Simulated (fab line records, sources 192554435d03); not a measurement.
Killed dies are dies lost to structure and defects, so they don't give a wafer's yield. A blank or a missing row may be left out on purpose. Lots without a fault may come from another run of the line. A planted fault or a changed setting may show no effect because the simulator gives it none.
Split-lot experiment | flow n5_finfet | 7 lots, 21 wafers read, on a route of 1938 steps

THE SPLIT
At N5_SD_EPI_P_ETCH_36 (etches SiARC in CF4, target depth 45.5 nm, time 75.8 s), the setting bias_w was moved away from the recipe's 36 W on 7 of the 21 wafers read, by -15.6% to +11.6%. The other wafers ran this setting at the recipe's value.

The reading is taken at the split's own step.

THE READING
rf_vpp_V, in V, at N5_SD_EPI_P_ETCH_36 (etches SiARC in CF4, target depth 45.5 nm, time 75.8 s). Fault-free wafers of this fab line usually give 183.9 V, standard deviation 1.2 V.

wafer  | tool, chamber at the split | bias_w as run, W | against the recipe | rf_vpp_V, V | against lot-mates on the recipe
L075.1 | rie_diel-02, 2             | 36               | recipe             | 184.6       | -
L075.3 | rie_diel-02, 1             | 36               | recipe             | 184.6       | -
L075.4 | rie_diel-02, 0             | 30.72            | -14.7%             | 165.7       | -18.9
L077.2 | rie_diel-06, 0             | 40.17            | +11.6%             | 196.9       | +13.6
L077.4 | rie_diel-06, 3             | 36               | recipe             | 183.3       | -
L077.6 | rie_diel-06, 3             | 40.17            | +11.6%             | 198.4       | +15.1
L084.1 | rie_diel-02, 2             | 36               | recipe             | 185.1       | -
L084.2 | rie_diel-02, 3             | 36               | recipe             | 183.5       | -
L084.3 | rie_diel-02, 1             | 36               | recipe             | 186.0       | -
L088.2 | rie_diel-02, 0             | 36               | recipe             | 184.0       | -
L088.3 | rie_diel-02, 3             | 36               | recipe             | 182.8       | -
L088.6 | rie_diel-02, 2             | 36               | recipe             | 185.6       | -
L089.1 | rie_diel-03, 0             | 36               | recipe             | 182.6       | -
L089.5 | rie_diel-03, 2             | 36               | recipe             | 182.5       | -
L089.6 | rie_diel-03, 0             | 36               | recipe             | 183.6       | -
L091.1 | rie_diel-02, 0             | 36               | recipe             | 183.2       | -
L091.2 | rie_diel-02, 2             | 30.4             | -15.6%             | 165.2       | -18.0
L091.3 | rie_diel-02, 1             | 30.4             | -15.6%             | 166.1       | -17.1
L092.1 | rie_diel-02, 1             | 36               | recipe             | 184.9       | -
L092.2 | rie_diel-02, 3             | 39.91            | +10.9%             | 195.2       | +10.3
L092.3 | rie_diel-02, 0             | 39.91            | +10.9%             | 196.2       | +11.3

THE FIT
A straight line over all 21 wafers: rf_vpp_V changes by +1.17 V for each +1% of bias_w; r = +0.99; the points scatter about the line by 1.1 V.
The same after taking each lot's own level away (the mean of its wafers on the recipe; 21 wafers): +1.16 V for each +1%; r = +0.99; scatter 1.1 V.
On that fit, the largest move of bias_w shifts the reading by 18 V.
The lots' own levels span 182.90 to 184.90 V, that is 1.7 times the standard deviation above.
So the lot-to-lot level changes the slope little: the two slopes agree.
Check: with one of the wafers moved furthest among these (-15.6%) left out of the fit, the line predicts -18.1 V for it against its lot-mates. It came out at -18 V against them.
Tool readings at the split's step, against how far the setting was moved: etch_rf_on_time_s r = -0.94; rf_vpp_V r = +0.99.

THE WHOLE CHAIN: every reading that the file lists as answering this split, in the file's order
step                | what it does                                           | reading           | change (the file's fit)              | r (the file's)
N5_SD_EPI_P_ETCH_36 | etches SiARC in CF4, target depth 45.5 nm, time 75.8 s | etch_rf_on_time_s | withheld for each +1% of the setting | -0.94
N5_SD_EPI_P_ETCH_36 | etches SiARC in CF4, target depth 45.5 nm, time 75.8 s | rf_vpp_V          | +1.17 V for each +1% of the setting  | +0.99

THE FILE'S OWN FIT
rf_vpp_V changes by +1.17 V for each +1% of bias_w, r = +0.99.
